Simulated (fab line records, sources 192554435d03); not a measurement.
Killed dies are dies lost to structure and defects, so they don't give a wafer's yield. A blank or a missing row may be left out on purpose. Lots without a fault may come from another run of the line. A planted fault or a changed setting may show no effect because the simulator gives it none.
fab line records | flow n5_finfet
record lots=7 wafers=39
route steps=1938 shown WELL_APT@48 FIN_CUT@173 DUMMY_GATE@228 HKMG_FIN@435
start_h: hours from the record's first day to the start of the lot's first wafer shown | wait_h: hours since the lot's step before | " the same as in the row above | L1.1+2: a row that stands for several wafers | - no value, or no start given | * or withheld: withheld | < > ~ a bound
route shown NAME@n: a module of which the file shows steps, and the number in the route of the first | usual: mean/standard deviation of fault-free wafers | same: alike in all rows | chamber/n: place in a boat | sites: the reading at each site | _std_site: their standard deviation | _edge_site: outer sites' mean less inner sites' | radius_mm: how far each site lies from the wafer's centre | mask NAME#n: copy n | behind: the tool/chamber that last shaped the wafer | hold: why the lot was held/for how many hours/how that ended | device: the transistor (n, p or np) that didn't switch | end of line: the same wafers' tests at the end of the route | a step without rows: its recipe alone | killed: dies lost to structure and defects at the first sort, not the wafer's yield | map: a wafer's dies, x killed, . not, _ none there
set.NAME: the setting as run; set.NAME@STEP: as run at that earlier step | model.NAME: the simulator's own value behind a step, which no gauge read
lots whose settings were changed on purpose; a table a step, a row a wafer
## steps
# step N5_WELL_APT_IMPLANT_32
# recipe species=BF2 energy_kev=50 dose_cm2=2e+13 tilt_deg=0 rotation_deg=0
# columns lot.wafer tool chamber start_h wait_h set.energy_kev model.implant.rp_nm model.implant.drp_nm
L074.1+2+3+4+5+6 implanter-02 0 15.41 0.1 50 37.71 18.55
L079.1+2+3+4+5+6 implanter-02 0 45.17 0.1 50 37.37 18.55
L080.1+2+3 implanter-02 0 51.31 0.1 50 38.34 18.55
L080.4+5+6 " 0 " " 56.81 43.51 20.37
L087.1+3+6 implanter-02 0 93.42 0.1 50 37.94 18.55
L087.2+4+5 " 0 " " 55.91 42.38 20.13
L090.4+5+6 implanter-01 0 111.56 0.1 50 37.34 18.55
L093.1+4+6 implanter-02 0 129.20 0.1 50 38.1 18.55
L093.2+3+5 " 0 " " 57.73 43.94 20.61
L096.1+2+5 implanter-01 0 147.46 0.1 46.8 34.19 17.7
L096.3+4+6 " 0 " " 50 36.5 18.55
# step N5_FIN_CUT_CUT_ETCH_26
# recipe chemistry=CH3F/O2 target=SiNx target_depth_a=390 mask_material=SOC time_s=55.7 pressure_mtorr=30 source_w=395 bias_w=73 Ar_flow_sccm=150 CH3F_flow_sccm=30 O2_flow_sccm=20 ion_energy_ev=120
# usual rf_vpp_V=295/5.2
# columns lot.wafer tool chamber start_h wait_h set.source_w rf_vpp_V
L074.1 rie_diel-04 0 27.57 0.0 395 296
L074.2 " 3 " " 395 297
L074.3 " 2 " " 395 291
L074.4 " 1 " " 395 297
L074.5 " 3 " " 395 297
L074.6 " 2 " " 395 293
L079.1 rie_diel-02 3 58.85 0.0 395 294
L079.2 " 0 " " 395 288
L079.3 " 1 " " 395 293
L079.4 " 3 " " 395 293
L079.5 " 0 " " 395 286
L079.6 " 1 " " 395 295
L080.1 rie_diel-02 3 64.40 0.0 429.7 282
L080.2 " 0 " " 395 285
L080.3 " 1 " " 395 294
L080.4 " 0 " " 429.7 274
L080.5 " 1 " " 395 294
L080.6 " 3 " " 429.7 281
L087.1 rie_diel-01 1 106.77 0.0 395 303
L087.2 " 0 " " 395 299
L087.3 " 3 " " 441.7 273
L087.4 " 2 " " 441.7 276
L087.5 " 1 " " 441.7 287
L087.6 " 2 " " 395 293
L090.4 rie_diel-02 0 123.68 0.0 395 287
L090.5 " 3 " " 395 293
L090.6 " 0 " " 395 287
L093.1 rie_diel-02 2 141.70 0.0 395 303
L093.2 " 0 " " 395 286
L093.3 " 3 " " 353.9 309
L093.4 " 1 " " 353.9 308
L093.5 " 1 " " 395 293
L093.6 " 0 " " 353.9 301
L096.1 rie_diel-04 2 159.81 0.0 339.6 318
L096.2 " 3 " " 395 296
L096.3 " 0 " " 395 298
L096.4 " 1 " " 339.6 317
L096.5 " 1 " " 395 298
L096.6 " 2 " " 339.6 319
# step N5_DUMMY_GATE_EXPOSE_12
# recipe mask_id=GATE na=0.33 source_shape=annular sigma_inner=0.2 sigma_outer=0.6 polarization=unpolarized target_cd_nm=25 dose_mj=34
# columns lot.wafer tool chamber start_h wait_h mask set.dose_mj
L074.1+4+5 euv_scanner-01 0 45.45 - GATE#0 34
L074.2+3+6 " 0 " " GATE#0 36
L079.1+3+4 euv_scanner-02 0 77.70 - GATE#0 31.75
L079.2+5+6 " 0 " " GATE#0 34
L080.1+4+5 euv_scanner-02 0 82.48 - GATE#0 36.01
L080.2+3+6 " 0 " " GATE#0 34
L087.1+2+5 euv_scanner-02 0 126.44 - GATE#0 34
L087.3+4+6 " 0 " " GATE#0 35.7
L090.4+5+6 euv_scanner-01 0 141.49 - GATE#0 34
L093.1+2+3+4+5+6 euv_scanner-01 0 159.77 - GATE#0 34
L096.1+4+5 euv_scanner-02 0 179.55 - GATE#0 32.96
L096.2+3+6 " 0 " " GATE#0 34
# step N5_DUMMY_GATE_PEB_13
# recipe peb_temp_c=100 peb_time_s=60 resist=CAR-EUV
# step N5_DUMMY_GATE_DEVELOP_14
# recipe develop_time_s=30 developer=TMAH resist=CAR-EUV rinse_liquid=surfactant_rinse dry=air_spin dev_temp_c=23
# step N5_DUMMY_GATE_CD_MEAS_15
# recipe target_cd_nm=25.8 landing_energy_ev=500 detector=se_inlens
# usual cd_nm=25.06/0.21
# columns lot.wafer tool chamber start_h wait_h set.dose_mj@DUMMY_GATE_EXPOSE_12 cd_nm
L074.1 cd_sem-01 0 45.57 - 34 24.72
L074.2 " 0 " " 36 24.54
L074.3 " 0 " " 36 24.05
L074.4 " 0 " " 34 24.92
L074.5 " 0 " " 34 25.19
L074.6 " 0 " " 36 23.84
L079.1 cd_sem-01 0 77.83 - 31.75 26.24
L079.2 " 0 " " 34 25.10
L079.3 " 0 " " 31.75 26.73
L079.4 " 0 " " 31.75 26.63
L079.5 " 0 " " 34 25.30
L079.6 " 0 " " 34 25.06
L080.1 cd_sem-02 0 82.61 - 36.01 23.86
L080.2 " 0 " " 34 25.13
L080.3 " 0 " " 34 25.08
L080.4 " 0 " " 36.01 24.20
L080.5 " 0 " " 36.01 24.01
L080.6 " 0 " " 34 25.10
L087.1 cd_sem-01 0 126.56 - 34 25.21
L087.2 " 0 " " 34 25.17
L087.3 " 0 " " 35.7 24.25
L087.4 " 0 " " 35.7 24.19
L087.5 " 0 " " 34 24.86
L087.6 " 0 " " 35.7 23.97
L090.4 cd_sem-03 0 141.61 - 34 25.11
L090.5 " 0 " " 34 25.06
L090.6 " 0 " " 34 24.73
L093.1 cd_sem-01 0 159.90 - 34 25.45
L093.2 " 0 " " 34 24.87
L093.3 " 0 " " 34 25.11
L093.4 " 0 " " 34 24.99
L093.5 " 0 " " 34 25.15
L093.6 " 0 " " 34 25.18
L096.1 cd_sem-03 0 179.68 - 32.96 25.83
L096.2 " 0 " " 34 25.21
L096.3 " 0 " " 34 25.44
L096.4 " 0 " " 32.96 26.20
L096.5 " 0 " " 32.96 25.80
L096.6 " 0 " " 34 24.86
# step N5_DUMMY_GATE_STRIP_38
# recipe chemistry=N2/H2 temp_c=40 n2_flow_sccm=200 h2_flow_sccm=200 rf_frequency_hz=6e+07
# step N5_DUMMY_GATE_STRIP_39
# recipe chemistry=N2/H2 temp_c=40 n2_flow_sccm=200 h2_flow_sccm=200 rf_frequency_hz=6e+07
# step N5_DUMMY_GATE_TRIM_49
# recipe chemistry=O2 resist=SOC time_s=29 target_cd_nm=14 source_power_w=300 bias_power_w=0 O2_flow_sccm=100 temp_c=20
# columns lot.wafer tool chamber start_h wait_h set.dose_mj@DUMMY_GATE_EXPOSE_12 model.DUMMY_GATE.cd_nm
L074.1+5 rie_si-02 1 45.93 0.0 34 14
L074.2+3 " 3,0 " " 36 13.2
L074.4 " 2 " " 34 13.8
L074.6 " 0 " " 36 13
L079.1 rie_si-01 2 78.19 0.0 31.75 15.2
L079.2+5 " 3,2 " " 34 13.6
L079.3 " 0 " " 31.75 15.4
L079.4 " 1 " " 31.75 14.8
L079.6 " 1 " " 34 13.4
L080.1+4 rie_si-02 2,3 82.96 0.0 36.01 13.4
L080.2+6 " 0,1 " " 34 14.2
L080.3 " 1 " " 34 14
L080.5 " 0 " " 36.01 13
L087.1 rie_si-01 1 126.97 0.0 34 13.6
L087.2+5 " 2,3 " " 34 13.8
L087.3+4 " 3,0 " " 35.7 12.4
L087.6 " 0 " " 35.7 12.6
L090.4+6 rie_si-01 1,0 142.67 0.0 34 14.2
L090.5 " 3 " " 34 13.4
L093.1+3 rie_si-06 3,1 160.26 0.0 34 14.2
L093.2+6 " 0,3 " " 34 14
L093.4+5 " 2,0 " " 34 13.6
L096.1+5 rie_si-01 3,0 180.07 0.0 32.96 14.8
L096.2 " 2 " " 34 14.2
L096.3 " 0 " " 34 14.4
L096.4 " 1 " " 32.96 14.6
L096.6 " 3 " " 34 13.8
# step N5_DUMMY_GATE_STRIP_40
# recipe chemistry=CF4 resist=SiARC power_w=300 bias_power_w=75 pressure_mtorr=50 cf4_flow_sccm=150 rf_frequency_hz=6e+07
# step N5_DUMMY_GATE_CD_MEAS_50
# recipe target_cd_nm=14
# usual cd_nm=14.0/0.36
# columns lot.wafer tool chamber start_h wait_h set.dose_mj@DUMMY_GATE_EXPOSE_12 cd_nm
L074.1 cd_sem-01 - 46.28 0.0 34 13.8
L074.2 " - " " 36 13.1
L074.3 " - " " 36 13.5
L074.4 " - " " 34 13.7
L074.5 " - " " 34 14.0
L074.6 " - " " 36 13.0
L079.1 cd_sem-03 - 78.34 0.0 31.75 15.3
L079.2 " - " " 34 13.5
L079.3 " - " " 31.75 15.6
L079.4 " - " " 31.75 14.6
L079.5 " - " " 34 13.6
L079.6 " - " " 34 13.1
L080.1 cd_sem-02 - 83.12 0.0 36.01 13.6
L080.2 " - " " 34 14.3
L080.3 " - " " 34 13.9
L080.4 " - " " 36.01 13.5
L080.5 " - " " 36.01 12.8
L080.6 " - " " 34 14.4
L087.1 cd_sem-03 - 127.12 0.0 34 13.4
L087.2 " - " " 34 13.5
L087.3 " - " " 35.7 12.4
L087.4 " - " " 35.7 12.3
L087.5 " - " " 34 13.8
L087.6 " - " " 35.7 12.6
L090.4 cd_sem-01 - 142.90 0.0 34 14.0
L090.5 " - " " 34 13.6
L090.6 " - " " 34 14.2
L093.1 cd_sem-03 - 160.41 0.0 34 13.9
L093.2 " - " " 34 14.2
L093.3 " - " " 34 14.0
L093.4 " - " " 34 13.5
L093.5 " - " " 34 13.8
L093.6 " - " " 34 14.0
L096.1 cd_sem-01 - 180.24 0.0 32.96 15.0
L096.2 " - " " 34 13.9
L096.3 " - " " 34 14.2
L096.4 " - " " 32.96 14.4
L096.5 " - " " 32.96 14.9
L096.6 " - " " 34 14.0
# step N5_DUMMY_GATE_ETCH_32
# recipe chemistry=CF4 target=SiO2 target_depth_a=35 time_s=3.9 ion_energy_ev=350 pressure_mtorr=10 icp_w=800 bias_w=400 cf4_flow_sccm=80
# columns lot.wafer tool chamber start_h wait_h set.time_s model.etch.depth_nm
L074.1 rie_si-01 2 46.58 0.1 3.9 3.441
L074.2 " 1 " " 3.9 3.418
L074.3 " 0 " " 3.9 3.494
L074.4 " 3 " " 3.9 3.483
L074.5 " 2 " " 3.9 3.415
L074.6 " 3 " " 3.9 3.509
L079.1 rie_si-02 0 78.64 0.1 3.9 3.488
L079.2 " 3 " " 3.544 3.219
L079.3 " 1 " " 3.9 3.45
L079.4 " 2 " " 3.544 3.292
L079.5 " 1 " " 3.9 3.443
L079.6 " 0 " " 3.544 3.161
L080.1 rie_si-01 0 83.41 0.1 4.446 4.026
L080.2 " 2 " " 3.9 3.486
L080.3 " 3 " " 4.446 3.997
L080.4 " 1 " " 4.446 3.935
L080.5 " 3 " " 3.9 3.499
L080.6 " 0 " " 3.9 3.527
L087.1 rie_si-06 3 127.42 0.1 3.9 3.5
L087.2 " 2 " " 3.9 3.46
L087.3 " 0 " " 3.9 3.525
L087.4 " 1 " " 4.663 4.112
L087.5 " 0 " " 4.663 4.195
L087.6 " 1 " " 4.663 4.095
L090.4 rie_si-02 1 143.18 0.1 3.9 3.385
L090.5 " 0 " " 3.9 3.444
L090.6 " 3 " " 3.9 3.542
L093.1 rie_si-02 0 160.70 0.1 4.799 4.177
L093.2 " 1 " " 3.9 3.355
L093.3 " 2 " " 4.799 4.34
L093.4 " 3 " " 4.799 4.295
L093.5 " 0 " " 3.9 3.407
L093.6 " 1 " " 3.9 3.325
L096.1 rie_si-06 2 180.77 0.1 3.9 3.51
L096.2 " 0 " " 3.181 2.898
L096.3 " 3 " " 3.9 3.475
L096.4 " 1 " " 3.181 2.788
L096.5 " 0 " " 3.9 3.583
L096.6 " 1 " " 3.181 2.808
# step N5_HKMG_FIN_ETCH_32
# recipe chemistry=N2/H2 target=SOC target_depth_a=2400 temp_c=40 time_s=300 ion_energy_ev=200 mask_material=SiARC pressure_mtorr=30 source_w=840 bias_w=150 n2_flow_sccm=200 h2_flow_sccm=200
# usual rf_vpp_V=523.4/2.1
# columns lot.wafer tool chamber start_h wait_h set.source_w rf_vpp_V model.etch.depth_nm model.HKMG_FIN.feature_depth_nm
L074.1 rie_diel-05 3 76.62 0.0 840 522.8 246.1 246
L074.2 " 2 " " 840 526.4 246.3 246.2
L074.3 " 0 " " 840 523.6 243.1 243
L074.4 " 3 " " 840 523.1 247.4 247.4
L074.5 " 0 " " 840 524.4 243.5 243.6
L074.6 " 2 " " 840 526.5 244.8 244.8
L079.1 rie_diel-05 2 108.19 0.0 903.2 513.8 261.9 261.8
L079.2 " 1 " " 840 524.4 241 241
L079.3 " 0 " " 903.2 511.7 259.8 259.8
L079.4 " 3 " " 840 521.7 248.9 248.8
L079.5 " 1 " " 840 523.7 241.5 241.4
L079.6 " 2 " " 903.2 514.0 261.7 261.8
L080.1 rie_diel-05 2 112.01 0.0 956 504.1 273.6 273.6
L080.2 " 3 " " 840 521.9 246.8 246.8
L080.3 " 0 " " 956 501.9 272.2 272.2
L080.4 " 1 " " 840 523.8 240.3 240.4
L080.5 " 3 " " 840 522.7 248.3 248.4
L080.6 " 2 " " 956 504.2 273.5 273.4
L087.1 rie_diel-06 1 155.54 0.0 761.5 543.2 223.6 223.6
L087.2 " 0 " " 840 526.1 231.1 231
L087.3 " 3 " " 761.5 538.0 218.3 218.2
L087.4 " 2 " " 761.5 537.1 208 208
L087.5 " 1 " " 840 524.0 245.8 245.8
L087.6 " 2 " " 840 519.7 224.3 224.2
L090.4 rie_diel-06 0 172.01 0.1 840 526.7 231 231
L090.5 " 3 " " 840 521.9 235.8 235.8
L090.6 " 1 " " 840 523.5 244.2 244.2
L093.1 rie_diel-05 3 188.03 0.0 840 522.4 255.2 255.2
L093.2 " 2 " " 927.6 509.1 264.8 264.8
L093.3 " 1 " " 840 524.4 238.3 238.2
L093.4 " 0 " " 927.6 505.9 265.7 265.6
L093.5 " 0 " " 927.6 506.8 268.5 268.4
L093.6 " 3 " " 840 522.8 254.1 254
L096.1 rie_diel-03 1 208.75 0.0 840 524.8 247.7 247.8
L096.2 " 3 " " 840 523.3 240.9 240.8
L096.3 " 0 " " 694.5 554.9 209.4 209.4
L096.4 " 2 " " 840 521.5 249.2 249.2
L096.5 " 2 " " 694.5 553.1 210.5 210.4
L096.6 " 1 " " 694.5 558.3 212.5 212.6
## key
split step=N5_WELL_APT_IMPLANT_32 setting=energy_kev stated=50 by=wafer
response step=N5_WELL_APT_IMPLANT_32 reading=model.implant.rp_nm change=+0.377 per=1% r=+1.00
response step=N5_WELL_APT_IMPLANT_32 reading=model.implant.drp_nm change=+0.133 per=1% r=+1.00
split step=N5_FIN_CUT_CUT_ETCH_26 setting=source_w stated=395 by=wafer
response step=N5_FIN_CUT_CUT_ETCH_26 reading=rf_vpp_V change=-1.45 per=1% r=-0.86
split step=N5_DUMMY_GATE_EXPOSE_12 setting=dose_mj stated=34 by=wafer
response step=N5_DUMMY_GATE_CD_MEAS_15 reading=cd_nm change=-0.185 per=1% r=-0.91
response step=N5_DUMMY_GATE_TRIM_49 reading=model.DUMMY_GATE.cd_nm change=-0.194 per=1% r=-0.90
response step=N5_DUMMY_GATE_CD_MEAS_50 reading=cd_nm change=-0.194 per=1% r=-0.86
split step=N5_DUMMY_GATE_ETCH_32 setting=time_s stated=3.9 by=wafer
response step=N5_DUMMY_GATE_ETCH_32 reading=model.etch.depth_nm change=+0.0359 per=1% r=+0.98
split step=N5_HKMG_FIN_ETCH_32 setting=source_w stated=840 by=wafer
response step=N5_HKMG_FIN_ETCH_32 reading=rf_vpp_V change=-1.64 per=1% r=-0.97
response step=N5_HKMG_FIN_ETCH_32 reading=model.etch.depth_nm change=+1.97 per=1% r=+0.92
response step=N5_HKMG_FIN_ETCH_32 reading=model.HKMG_FIN.feature_depth_nm change=+1.97 per=1% r=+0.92
